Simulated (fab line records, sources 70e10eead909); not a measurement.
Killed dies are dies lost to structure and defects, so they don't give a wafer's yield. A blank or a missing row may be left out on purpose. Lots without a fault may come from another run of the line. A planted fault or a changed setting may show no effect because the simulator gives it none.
A struck lot beside a sound one | flow nand_harc | 15 steps out of a route of 1302
Sound: wafers L323.3, L323.4, L323.5. Struck: wafers L312.3, L312.5, L312.6. The cause comes at the end.
At each step with rows: each side's tool, then ch and its chambers, then its first start. Under that, the readings that differ: sound wafers | struck wafers | difference of the means | sigmas: that difference in standard deviations of wafers without a fault.
alike: readings whose means differ by less than 2 such deviations, and words and numbers that are the same on both sides. not compared: withheld readings, readings that some wafer has no value for, bounds like >300 that may hide the same value, and numbers for which the record gives no deviation and whose values overlap.
The two part at a step that has a row with sigmas, a row that says differs or no value, or rows on one side only. Numbers that don't overlap but have no deviation are shown without sigmas and don't part them. A reading that every wafer of one side lacks parts them only if that side has two wafers or more.

first, 1 step without rows for these wafers: NHARC_A_WL_FILL_ALD_10 (deposits SiO2, target thk 50 nm, pulse time 10 s, ald cycles 500).
NHARC_A_WL_FILL_ETCHBACK_16: etches the open film in C4F8/O2/Ar, target depth 120 nm, time 24 s.
  sound on rie_diel-11 ch 0,1,3; struck on rie_diel-11 ch 1,2,3
  alike: oes_product_au, rf_vpp_V
  not compared: rf_hours_counter_h
NHARC_A_WL_FILL_STRIP_29: strips in O2, time 20 s.
  sound on rie_diel-11 ch 1,2,3, day 28 22:58; struck on rie_diel-11 ch 0,1,3, day 24 04:36
  alike: drypump_motor_current_A, oes_product_au, rf_vpp_V, showerhead_plenum_p_Torr, throttle_valve_pct
  not compared: rf_hours_counter_h
then, 4 steps without rows for these wafers: NHARC_A_WL_FILL_ETCHBACK_17 (etches the open film in Cl2/BCl3, target depth 4 nm, time 26.7 s); NHARC_A_WL_FILL_PRECLEAN_18 (cleans in dHF, time 30 s); NHARC_A_WL_FILL_SRD_21; NHARC_A_WL_FILL_CVD_23 (deposits poly-Si, target thk 40 nm, time 800 s).
NHARC_A_WL_FILL_ETCHBACK_26: etches the open film in HBr, target depth 52 nm, time 13.3 s.
  sound on rie_si-04 ch 0,1,3, day 29 04:08; struck on rie_si-04 ch 1,2,3, day 24 09:54
  alike: drypump_motor_current_A, oes_product_au, throttle_valve_pct
  not compared: rf_hours_counter_h
then, 2 steps without rows for these wafers: NHARC_A_WL_FILL_PRECLEAN_30 (cleans in dHF, time 10 s); NHARC_A_WL_FILL_SRD_14.
NHARC_A_WL_FILL_ALD_19: deposits TiN, target thk 2 nm, pulse time 3 s, ald cycles 100.
  sound on ald_metal-01 ch 1,2, day 29 04:24; struck on ald_metal-01 ch 1,2, day 24 10:10
  alike: heater_power_w, precursor_pulse_height_rel
  not compared: since_wet_clean_h
NHARC_A_WL_FILL_CVD_20: deposits W, target thk 100 nm, time 74 s.
  sound on cvd_w-02 ch 0,1; struck on cvd_w-01 ch 0,1
  alike: heater_power_w, throttle_valve_pct
  not compared: since_wet_clean_h
NHARC_A_WL_FILL_CMP_12: polishes, t overpolish 30 s, target thk 100 nm.
  sound on cmp-04 ch 1,3, day 29 04:47; struck on cmp-04 ch 0,2,3, day 24 10:36
  no value came back on the struck wafers for any of 5 readings (edge_zone_pressure_frac, motor_current_A (A) and others); on the sound wafers edge_zone_pressure_frac reads 0.998 0.997 0.998
then, 1 step without rows for these wafers: NHARC_A_WL_FILL_SRD_31.
NHARC_A_WL_FILL_INSPECT_15:
  sound on defect_inspect-02, day 29 05:15; struck on defect_inspect-01, day 24 10:59
  reading          | sound       | struck         | difference | sigmas
  raw_defect_count | 383 383 451 | 2335 2279 2288 | +1895      | +19

WHERE THEY PART
First at NHARC_A_WL_FILL_CMP_12; last, within this record, at NHARC_A_WL_FILL_INSPECT_15.

WHY: what the simulator had put in
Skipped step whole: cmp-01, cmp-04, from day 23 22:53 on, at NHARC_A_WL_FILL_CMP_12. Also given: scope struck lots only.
